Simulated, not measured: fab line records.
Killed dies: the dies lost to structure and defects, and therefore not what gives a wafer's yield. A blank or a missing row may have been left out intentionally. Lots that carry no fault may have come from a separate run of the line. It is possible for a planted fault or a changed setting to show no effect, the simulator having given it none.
Chamber matching | flow n5-finfet | 4 sister chambers for N5_BEOL_M7_VIA_ETCH_34 on rie-diel-04
The step etches SiCOH lowk in C4F6/O2, target depth 125.5 nm, time 50.5 s. 18 wafers are shown with their chamber, then 9 later ones without.

EACH WAFER AND ITS CHAMBER
wafer  | chamber | showerhead-plenum-p-Torr (Torr) | drypump-motor-current-A (A) | oes_o_777_au (a.u.)
L075.1 | 1       | 2.93                            | 5.9                         | 0.67
L075.2 | 3       | 2.86                            | 5.1                         | 0.76
L075.3 | 0       | 2.77                            | 5.6                         | 0.83
L077.2 | 3       | 2.86                            | 5.1                         | 0.75
L077.3 | 2       | 2.77                            | 6.6                         | 0.97
L077.4 | 0       | 2.77                            | 5.6                         | 0.83
L080.1 | 0       | 2.77                            | 5.6                         | 0.82
L080.3 | 1       | 2.93                            | 5.9                         | 0.66
L080.5 | 2       | 2.77                            | 6.5                         | 0.95
L079.2 | 1       | 2.93                            | 5.9                         | 0.66
L079.4 | 0       | 2.77                            | 5.6                         | 0.82
L079.5 | 0       | 2.77                            | 5.6                         | 0.82
L081.2 | 1       | 2.93                            | 5.9                         | 0.66
L081.3 | 3       | 2.85                            | 5.1                         | 0.75
L081.6 | 3       | 2.85                            | 5.1                         | 0.75
L082.3 | 1       | 2.93                            | 5.9                         | 0.66
L082.4 | 2       | 2.77                            | 6.5                         | 0.94
L082.5 | 1       | 2.93                            | 5.9                         | 0.67

SIGNATURES (averages over the wafers above)
reading                  | chamber 0 | chamber 1 | chamber 2 | chamber 3 | scatter within a chamber
showerhead-plenum-p-Torr | 2.7700    | 2.9300    | 2.7700    | 2.8550    | 0.00267
drypump-motor-current-A  | 5.600     | 5.900     | 6.533     | 5.100     | 0.0218
oes_o_777_au             | 0.8240    | 0.6633    | 0.9533    | 0.7525    | 0.00754
Rule: a wafer lies at a distance from a chamber equal to the root of the sum of squares, over the readings, of (its reading less the chamber's mean, divided by the reading's scatter). The wafer belongs to the nearest chamber; if the next one is less than 2 further off, it can't be placed. The scatter is the square root of a quotient: the sum, over the shown wafers, of each reading's squared deviation from its chamber's mean, divided by wafers minus chambers.

WAFERS MISSING THEIR CHAMBER
wafer  | showerhead-plenum-p-Torr (Torr) | drypump-motor-current-A (A) | oes_o_777_au (a.u.)
L088.1 | 2.84                            | 5.1                         | 0.74
L088.2 | 2.93                            | 5.9                         | 0.93
L088.4 | 2.76                            | 6.5                         | 0.91
L090.3 | 2.76                            | 5.6                         | 0.79
L090.5 | 2.92                            | 5.9                         | 0.93
L090.6 | 2.76                            | 6.5                         | 0.90
L097.1 | 2.84                            | 5.1                         | 0.72
L097.3 | 2.76                            | 6.5                         | 0.88
L097.5 | 2.76                            | 6.5                         | 0.88

EACH ONE'S CHAMBER
wafer  | from the rows above | in truth
L088.1 | 3                   | 3
L088.2 | 1                   | 1
L088.4 | 2                   | 2
L090.3 | 0                   | 0
L090.5 | 1                   | 1
L090.6 | 2                   | 2
L097.1 | 3                   | 3
L097.3 | 2                   | 2
L097.5 | 2                   | 2
Correctly placed: 9 of 9. From these rows, 0 cannot be placed. Number placed wrongly: 0.
